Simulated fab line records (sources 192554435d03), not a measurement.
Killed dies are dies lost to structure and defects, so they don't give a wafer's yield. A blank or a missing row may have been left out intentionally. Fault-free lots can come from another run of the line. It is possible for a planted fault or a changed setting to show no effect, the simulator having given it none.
Problem report, 8D (eight disciplines) form, completed by code + flow n5 finfet + the parts of the form that need people (team, actions taken, sign-off) are left out

## 1. WHAT WENT WRONG
barrier field endpoint s at N5_BEOL_M14_CMP_49 reads a mean of 16.51 s on 3 wafers of 3 lots; wafers without a fault read 11.52 s with a standard deviation of 0.29. That is +17 standard deviations from the usual mean.
The step: polishes, stops on SiO2, t overpolish 5.2 s, target thk 560 nm.
First observed at day 12 20:57: wafer L136.6, on cmp-02. The record has a number at this step for 32 wafers belonging to 11 lots. The rule behind "out" and "out of limits": a value lying over 4 standard deviations away from the usual mean. The rest of the wafers with a number are treated as sound.

## 2. WHAT IT IS AND WHAT IT IS NOT
| question                    | is                       | is not                                                                                                   |
|-----------------------------|--------------------------|----------------------------------------------------------------------------------------------------------|
| which readings at this step | barrier field endpoint s | motor current A                                                                                          |
| which lots                  | L136, L138, L143         | L132, L133, L137, L146, L149, L150, L152, L155                                                           |
| which wafers of those lots  | L136.6, L138.5, L143.6   | L136.3, L136.4, L138.3, L138.4, L143.1                                                                   |
| read on which tools         | cmp-01, cmp-02           | cmp-04                                                                                                   |
| when                        | from day 12 20:57        | up to then (11 sound wafers); but 18 sound wafers of L138, L143, L146, L149, L150, L152, L155 came after |

## 3. SUSPECTS, AND WHAT RULES EACH OUT
Counting: any tool at a process step up to the reading remains a suspect provided it ran every lot that is out. Sound lots after the first of them don't rule it out here, since some wafers of a struck lot are sound.
- pvd sputter-02 at N5_BEOL_M14_PRE_CLEAN_42 (time 30 s): kept. Ran every lot that is out, first one L136 (day 12 19:58); last sound lot up to then L137 (day 12 17:55).
- pvd sputter-02 at N5_BEOL_M14_SPUTTER_43 (material TaN, target thk 15 nm, time 24.19 s): kept. Ran every lot that is out, first one L136 (day 12 20:01); last sound lot up to then L137 (day 12 17:57).
What counting leaves: pvd sputter-02 at N5_BEOL_M14_PRE_CLEAN_42 and pvd sputter-02 at N5_BEOL_M14_SPUTTER_43.

## 4. THE CAUSE (what the simulator had put in)
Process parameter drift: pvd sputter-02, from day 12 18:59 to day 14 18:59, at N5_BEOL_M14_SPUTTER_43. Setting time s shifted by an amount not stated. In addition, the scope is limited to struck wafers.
2 suspects survive the count, and this tool is in that group.

## 5. SEQUENCE OF EFFECTS, ordered by route
Each row: a reading whose mean over the struck wafers that have a number lies more than 3 standard deviations from the usual. Readings are gone through only where the record gives a usual standard deviation; hours: the median, over the lots, of the time from a lot's start at the first step in this table giving one to that lot's start at this step; sigmas: the change measured in usual standard deviations.
| hours | step               | reading                  | usual   | on struck wafers | change | sigmas |
|-------|--------------------|--------------------------|---------|------------------|--------|--------|
| 0     | N5_BEOL_M14_CMP_49 | barrier field endpoint s | 11.52 s | 16.51            | +4.99  | +17    |
Here are the process steps it includes:
- N5_BEOL_M14_CMP_49: polishes, stops on SiO2, t overpolish 5.2 s, target thk 560 nm.

## 6. HOW IT WOULD HAVE BEEN CAUGHT EARLIER
In this record the first reading out of limits was taken at day 12 20:57, 2 hours after the fault began at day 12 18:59.
No tool reading at N5_BEOL_M14_SPUTTER_43 that has a usual standard deviation in the record was out on any struck wafer, so an alarm limit of 4 standard deviations on those readings would not have fired.
Among the 3 lots that are out, L138, L143 began N5_BEOL_M14_SPUTTER_43 on pvd sputter-02 after day 12 20:57. A hold on the tool at that time would have spared those 2.
